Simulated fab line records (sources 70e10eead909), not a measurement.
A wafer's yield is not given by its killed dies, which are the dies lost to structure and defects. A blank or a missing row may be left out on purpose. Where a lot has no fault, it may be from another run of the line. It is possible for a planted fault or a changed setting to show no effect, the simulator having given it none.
What tool caused it? || flow nand-harc || 13 lots, 39 wafers sampled, at 5 steps of a route of 1159

== WHAT THE GAUGES READ, wafer by wafer ==
NHARC_THIN_TSV_THK_MEAS_02: measures by ir. Usual: 2971 nm for thk-nm, sd 210.
{"lot": "L666", "measured": "day 18 22:07", "on": "film-metro-02", "thk-nm (nm)": "2947 2676 2874", "flag": ""}
{"lot": "L669", "measured": "day 19 09:43", "on": "film-metro-02", "thk-nm (nm)": "2935 2782 3130", "flag": ""}
{"lot": "L667", "measured": "day 19 11:23", "on": "film-metro-01", "thk-nm (nm)": "3073 2980 3347", "flag": ""}
{"lot": "L668", "measured": "day 19 15:26", "on": "film-metro-02", "thk-nm (nm)": "2982 2868 3032", "flag": ""}
{"lot": "L671", "measured": "day 20 12:04", "on": "film-metro-02", "thk-nm (nm)": "3292 3389 3072", "flag": ""}
{"lot": "L672", "measured": "day 20 13:16", "on": "film-metro-02", "thk-nm (nm)": "2646 2813 2812", "flag": ""}
{"lot": "L677", "measured": "day 21 10:31", "on": "film-metro-02", "thk-nm (nm)": "2580 2648 2713", "flag": ""}
{"lot": "L678", "measured": "day 21 11:43", "on": "film-metro-01", "thk-nm (nm)": "3161 2964 3284", "flag": ""}
{"lot": "L680", "measured": "day 22 13:37", "on": "film-metro-02", "thk-nm (nm)": "3044 2897 3078", "flag": ""}
{"lot": "L685", "measured": "day 22 20:31", "on": "film-metro-02", "thk-nm (nm)": "3151 3270 3059", "flag": ""}
{"lot": "L681", "measured": "day 22 21:43", "on": "film-metro-01", "thk-nm (nm)": "3248 3047 3126", "flag": ""}
{"lot": "L683", "measured": "day 23 04:37", "on": "film-metro-02", "thk-nm (nm)": "2623 2800 2944", "flag": ""}
{"lot": "L688", "measured": "day 23 14:41", "on": "film-metro-02", "thk-nm (nm)": "3014 2559 3063", "flag": ""}

NHARC_END_SORT_01. Usual: defect-limited-yield 95.7 %, standard deviation 1.5; killed-at-array 25, standard deviation 10; killed-at-other 0.6, standard deviation 0.91; killed-at-periphery 3.6, standard deviation 2.9; killed-dies 29, standard deviation 10; killed-open 3.3, standard deviation 2; killed-short 1.9, standard deviation 1.5; sort_bin_2_pct 1.3 %, standard deviation 0.61; sort_bin_3_pct 0.26 %, standard deviation 0.19; sort_bin_4_pct 2.7 %, standard deviation 1; sort-n-pass 648, standard deviation 10; sort-rim-yield-pct 94 %, standard deviation 3.2; sort-yield-pct 95.7 %, standard deviation 1.5.
{"lot": "L672", "measured": "day 21 12:27", "on": "prober-01", "defect-limited-yield (%)": "94.5 96.9 95.1", "killed-at-array": "33 19 31", "killed-at-other": "0 0 0", "killed-at-periphery": "4 2 2", "killed-dies": "37 21 33", "killed-open": "6 5 6", "killed-short": "4 1 0", "sort_bin_2_pct (%)": "1.0 1.0 1.3", "sort_bin_3_pct (%)": "0.30 0.15 0.30", "sort_bin_4_pct (%)": "4.1 1.9 3.2", "sort-n-pass": "640 656 644", "sort-rim-yield-pct (%)": "94 92 94", "sort-yield-pct (%)": "94.5 96.9 95.1", "flag": ""}
{"lot": "L681", "measured": "day 23 12:23", "on": "prober-02", "defect-limited-yield (%)": "96.5 95.0 96.0", "killed-at-array": "20 32 23", "killed-at-other": "2 2 3", "killed-at-periphery": "2 0 1", "killed-dies": "24 34 27", "killed-open": "4 1 2", "killed-short": "1 1 3", "sort_bin_2_pct (%)": "1.2 0.9 0.6", "sort_bin_3_pct (%)": "0.15 0.30 0.44", "sort_bin_4_pct (%)": "2.2 3.8 3.0", "sort-n-pass": "653 643 650", "sort-rim-yield-pct (%)": "93 98 92", "sort-yield-pct (%)": "96.5 95.0 96.0", "flag": ""}
{"lot": "L683", "measured": "day 23 20:19", "on": "prober-01", "defect-limited-yield (%)": "94.1 87.1 93.9", "killed-at-array": "36 32 37", "killed-at-other": "2 52 2", "killed-at-periphery": "2 3 2", "killed-dies": "40 87 41", "killed-open": "2 2 2", "killed-short": "1 2 0", "sort_bin_2_pct (%)": "1.8 5.0 3.0", "sort_bin_3_pct (%)": "0 3.84 0.30", "sort_bin_4_pct (%)": "4.1 4.0 2.8", "sort-n-pass": "637 590 636", "sort-rim-yield-pct (%)": "92 81 92", "sort-yield-pct (%)": "94.1 87.1 93.9", "flag": "OFF"}
{"lot": "L688", "measured": "day 24 08:04", "on": "prober-02", "defect-limited-yield (%)": "88.2 92.3 94.5", "killed-at-array": "28 46 36", "killed-at-other": "52 2 0", "killed-at-periphery": "0 4 1", "killed-dies": "80 52 37", "killed-open": "4 4 0", "killed-short": "0 4 0", "sort_bin_2_pct (%)": "4.0 2.5 1.8", "sort_bin_3_pct (%)": "3.99 0.59 0.30", "sort_bin_4_pct (%)": "3.8 4.6 3.4", "sort-n-pass": "597 625 640", "sort-rim-yield-pct (%)": "86 96 96", "sort-yield-pct (%)": "88.2 92.3 94.5", "flag": "OFF"}

== WHAT TOOL EACH LOT RAN ON (gives the tool, then ch and the chambers of the sampled wafers, and finally the start) ==
{"lot": "L666", "NHARC_A_M1_PRE_CLEAN_32": "pecvd-02 ch 0,1,2, day 18 04:04", "NHARC_THIN_TSV_PRE_CLEAN_50": "pvd-sputter-03, day 19 02:04", "NHARC_THIN_TSV_ETCH_36": "rie-metal-01 ch 0,1, day 19 05:50"}
{"lot": "L669", "NHARC_A_M1_PRE_CLEAN_32": "pecvd-02 ch 1,2, day 18 16:17", "NHARC_THIN_TSV_PRE_CLEAN_50": "pvd-sputter-02, day 19 13:46", "NHARC_THIN_TSV_ETCH_36": "rie-metal-03 ch 0,1, day 19 17:28"}
{"lot": "L667", "NHARC_A_M1_PRE_CLEAN_32": "pecvd-03 ch 0,1, day 18 16:25", "NHARC_THIN_TSV_PRE_CLEAN_50": "pvd-sputter-02, day 19 15:27", "NHARC_THIN_TSV_ETCH_36": "rie-metal-03 ch 0,1, day 19 19:04"}
{"lot": "L668", "NHARC_A_M1_PRE_CLEAN_32": "pecvd-02 ch 0,1, day 18 20:35", "NHARC_THIN_TSV_PRE_CLEAN_50": "pvd-sputter-02, day 19 19:30", "NHARC_THIN_TSV_ETCH_36": "rie-metal-01 ch 0,1, day 19 23:19"}
{"lot": "L671", "NHARC_A_M1_PRE_CLEAN_32": "pecvd-01 ch 0,1,2, day 19 16:37", "NHARC_THIN_TSV_PRE_CLEAN_50": "pvd-sputter-03, day 20 16:05", "NHARC_THIN_TSV_ETCH_36": "rie-metal-02 ch 0,1, day 20 19:43"}
{"lot": "L672", "NHARC_A_M1_PRE_CLEAN_32": "pecvd-03 ch 0,1,2, day 19 17:31", "NHARC_THIN_TSV_PRE_CLEAN_50": "pvd-sputter-01, day 20 17:05", "NHARC_THIN_TSV_ETCH_36": "rie-metal-01 ch 0,1, day 20 20:32"}
{"lot": "L677", "NHARC_A_M1_PRE_CLEAN_32": "pecvd-01 ch 0,1,2, day 20 16:32", "NHARC_THIN_TSV_PRE_CLEAN_50": "pvd-sputter-02, day 21 14:28", "NHARC_THIN_TSV_ETCH_36": "rie-metal-03 ch 0,1, day 21 18:00"}
{"lot": "L678", "NHARC_A_M1_PRE_CLEAN_32": "pecvd-02 ch 0,1, day 20 21:02", "NHARC_THIN_TSV_PRE_CLEAN_50": "pvd-sputter-02, day 21 15:31", "NHARC_THIN_TSV_ETCH_36": "rie-metal-01 ch 0,1, day 21 19:06"}
{"lot": "L680", "NHARC_A_M1_PRE_CLEAN_32": "pecvd-02 ch 0,2, day 21 23:55", "NHARC_THIN_TSV_PRE_CLEAN_50": "pvd-sputter-02, day 22 17:40", "NHARC_THIN_TSV_ETCH_36": "rie-metal-03 ch 1, day 22 21:28"}
{"lot": "L685", "NHARC_A_M1_PRE_CLEAN_32": "pecvd-01 ch 0,1, day 22 00:35", "NHARC_THIN_TSV_PRE_CLEAN_50": "pvd-sputter-03, day 23 00:34", "NHARC_THIN_TSV_ETCH_36": "rie-metal-02 ch 0,1, day 23 04:09"}
{"lot": "L681", "NHARC_A_M1_PRE_CLEAN_32": "pecvd-02 ch 0,1,2, day 22 06:50", "NHARC_THIN_TSV_PRE_CLEAN_50": "pvd-sputter-01, day 23 01:39", "NHARC_THIN_TSV_ETCH_36": "rie-metal-03 ch 0,1, day 23 05:14"}
{"lot": "L683", "NHARC_A_M1_PRE_CLEAN_32": "pecvd-01 ch 0,1,2, day 22 10:56", "NHARC_THIN_TSV_PRE_CLEAN_50": "pvd-sputter-02, day 23 08:29", "NHARC_THIN_TSV_ETCH_36": "rie-metal-01 ch 0,1, day 23 11:58"}
{"lot": "L688", "NHARC_A_M1_PRE_CLEAN_32": "pecvd-01 ch 1,2, day 22 22:00", "NHARC_THIN_TSV_PRE_CLEAN_50": "pvd-sputter-02, day 23 19:20", "NHARC_THIN_TSV_ETCH_36": "rie-metal-03 ch 0,1, day 23 23:13"}
- NHARC_A_M1_PRE_CLEAN_32: time 12 s.
- NHARC_THIN_TSV_PRE_CLEAN_50: time 30 s.
- NHARC_THIN_TSV_ETCH_36: etches the open film in Cl2/BCl3, target depth 65 nm, time 18.571 s.

== AS READ BY THE TOOLS THEMSELVES (means over the sampled wafers that have a number; for cases with no such wafer, the mark the record gives instead) ==
NHARC_A_M1_PRE_CLEAN_32. Usual: 653 W for heater-power-w, sd 85.
{"lot": "L666", "tool": "pecvd-02", "heater-power-w (W)": 683, "flag": ""}
{"lot": "L669", "tool": "pecvd-02", "heater-power-w (W)": 690, "flag": ""}
{"lot": "L667", "tool": "pecvd-03", "heater-power-w (W)": 716, "flag": ""}
{"lot": "L668", "tool": "pecvd-02", "heater-power-w (W)": 585, "flag": ""}
{"lot": "L671", "tool": "pecvd-01", "heater-power-w (W)": 574, "flag": ""}
{"lot": "L672", "tool": "pecvd-03", "heater-power-w (W)": 629, "flag": ""}
{"lot": "L677", "tool": "pecvd-01", "heater-power-w (W)": 560, "flag": ""}
{"lot": "L678", "tool": "pecvd-02", "heater-power-w (W)": 629, "flag": ""}
{"lot": "L680", "tool": "pecvd-02", "heater-power-w (W)": 676, "flag": ""}
{"lot": "L685", "tool": "pecvd-01", "heater-power-w (W)": 619, "flag": ""}
{"lot": "L681", "tool": "pecvd-02", "heater-power-w (W)": 694, "flag": ""}
{"lot": "L683", "tool": "pecvd-01", "heater-power-w (W)": 611, "flag": ""}
{"lot": "L688", "tool": "pecvd-01", "heater-power-w (W)": 483, "flag": ""}

NHARC_THIN_TSV_PRE_CLEAN_50. Usual: 420 W for heater-power-w, sd 40.
{"lot": "L666", "tool": "pvd-sputter-03", "heater-power-w (W)": 421, "flag": ""}
{"lot": "L669", "tool": "pvd-sputter-02", "heater-power-w (W)": 455, "flag": ""}
{"lot": "L667", "tool": "pvd-sputter-02", "heater-power-w (W)": 441, "flag": ""}
{"lot": "L668", "tool": "pvd-sputter-02", "heater-power-w (W)": 441, "flag": ""}
{"lot": "L671", "tool": "pvd-sputter-03", "heater-power-w (W)": 405, "flag": ""}
{"lot": "L672", "tool": "pvd-sputter-01", "heater-power-w (W)": 408, "flag": ""}
{"lot": "L677", "tool": "pvd-sputter-02", "heater-power-w (W)": 435, "flag": ""}
{"lot": "L678", "tool": "pvd-sputter-02", "heater-power-w (W)": 404, "flag": ""}
{"lot": "L680", "tool": "pvd-sputter-02", "heater-power-w (W)": 383, "flag": ""}
{"lot": "L685", "tool": "pvd-sputter-03", "heater-power-w (W)": 402, "flag": ""}
{"lot": "L681", "tool": "pvd-sputter-01", "heater-power-w (W)": 428, "flag": ""}
{"lot": "L683", "tool": "pvd-sputter-02", "heater-power-w (W)": 382, "flag": ""}
{"lot": "L688", "tool": "pvd-sputter-02", "heater-power-w (W)": 421, "flag": ""}

NHARC_THIN_TSV_ETCH_36. Usual: chamber-pressure-mTorr 9.999 mTorr, standard deviation 0.0085; drypump-motor-current-A 5.7 A, standard deviation 0.56; oes-product-au 1.002 a.u., standard deviation 0.013.
{"lot": "L666", "tool": "rie-metal-01", "chamber-pressure-mTorr (mTorr)": 10.000, "drypump-motor-current-A (A)": 5.8, "oes-product-au (a.u.)": 0.981, "flag": ""}
{"lot": "L669", "tool": "rie-metal-03", "chamber-pressure-mTorr (mTorr)": 9.997, "drypump-motor-current-A (A)": 5.3, "oes-product-au (a.u.)": 1.001, "flag": ""}
{"lot": "L667", "tool": "rie-metal-03", "chamber-pressure-mTorr (mTorr)": 10.001, "drypump-motor-current-A (A)": 5.8, "oes-product-au (a.u.)": 1.012, "flag": ""}
{"lot": "L668", "tool": "rie-metal-01", "chamber-pressure-mTorr (mTorr)": 10.001, "drypump-motor-current-A (A)": 5.8, "oes-product-au (a.u.)": 0.978, "flag": ""}
{"lot": "L671", "tool": "rie-metal-02", "chamber-pressure-mTorr (mTorr)": 9.998, "drypump-motor-current-A (A)": 5.9, "oes-product-au (a.u.)": 1.011, "flag": ""}
{"lot": "L672", "tool": "rie-metal-01", "chamber-pressure-mTorr (mTorr)": 10.004, "drypump-motor-current-A (A)": 5.5, "oes-product-au (a.u.)": 0.984, "flag": ""}
{"lot": "L677", "tool": "rie-metal-03", "chamber-pressure-mTorr (mTorr)": 10.008, "drypump-motor-current-A (A)": 5.3, "oes-product-au (a.u.)": 1.014, "flag": ""}
{"lot": "L678", "tool": "rie-metal-01", "chamber-pressure-mTorr (mTorr)": 9.995, "drypump-motor-current-A (A)": 5.5, "oes-product-au (a.u.)": 0.991, "flag": ""}
{"lot": "L680", "tool": "rie-metal-03", "chamber-pressure-mTorr (mTorr)": 9.999, "drypump-motor-current-A (A)": 6.3, "oes-product-au (a.u.)": 1.001, "flag": ""}
{"lot": "L685", "tool": "rie-metal-02", "chamber-pressure-mTorr (mTorr)": 9.994, "drypump-motor-current-A (A)": 6.0, "oes-product-au (a.u.)": 1.014, "flag": ""}
{"lot": "L681", "tool": "rie-metal-03", "chamber-pressure-mTorr (mTorr)": 9.998, "drypump-motor-current-A (A)": 5.8, "oes-product-au (a.u.)": 0.999, "flag": ""}
{"lot": "L683", "tool": "rie-metal-01", "chamber-pressure-mTorr (mTorr)": 9.998, "drypump-motor-current-A (A)": 5.8, "oes-product-au (a.u.)": 0.984, "flag": ""}
{"lot": "L688", "tool": "rie-metal-03", "chamber-pressure-mTorr (mTorr)": 10.000, "drypump-motor-current-A (A)": 5.4, "oes-product-au (a.u.)": 1.009, "flag": ""}

== THE ANSWER, worked out from the rows above alone ==
Rule: take the mean of a lot's wafers that have a number; if it is more than 3 standard deviations from the usual mean, the lot is off. A lot without any number at a reading at which 4 lots or more have one is off too. All remaining lots with rows at the step are treated as sound. First the gauges in route order, then the tools' own readings, where a lot's mean is used as printed above. The first step at which some lot is off is used, and at that step the reading that is off furthest; a lot without a number counts as furthest.
Off at NHARC_END_SORT_01 (killed-at-other): L683, L688. Neither off nor sound, because the step has no rows for them: L666, L669, L667, L668, L671, L677, L678, L680, L685.
A tool fits if, at a process step before that reading, it ran every lot that is off, and no sound lot after the first of them. Gauges at NHARC_END_SORT_01: tried the same way as those tools. Can't be told from this: 2 tools fit, pecvd-01 at NHARC_A_M1_PRE_CLEAN_32, pvd-sputter-02 at NHARC_THIN_TSV_PRE_CLEAN_50.

== WHAT WAS PUT IN BY THE SIMULATOR ==
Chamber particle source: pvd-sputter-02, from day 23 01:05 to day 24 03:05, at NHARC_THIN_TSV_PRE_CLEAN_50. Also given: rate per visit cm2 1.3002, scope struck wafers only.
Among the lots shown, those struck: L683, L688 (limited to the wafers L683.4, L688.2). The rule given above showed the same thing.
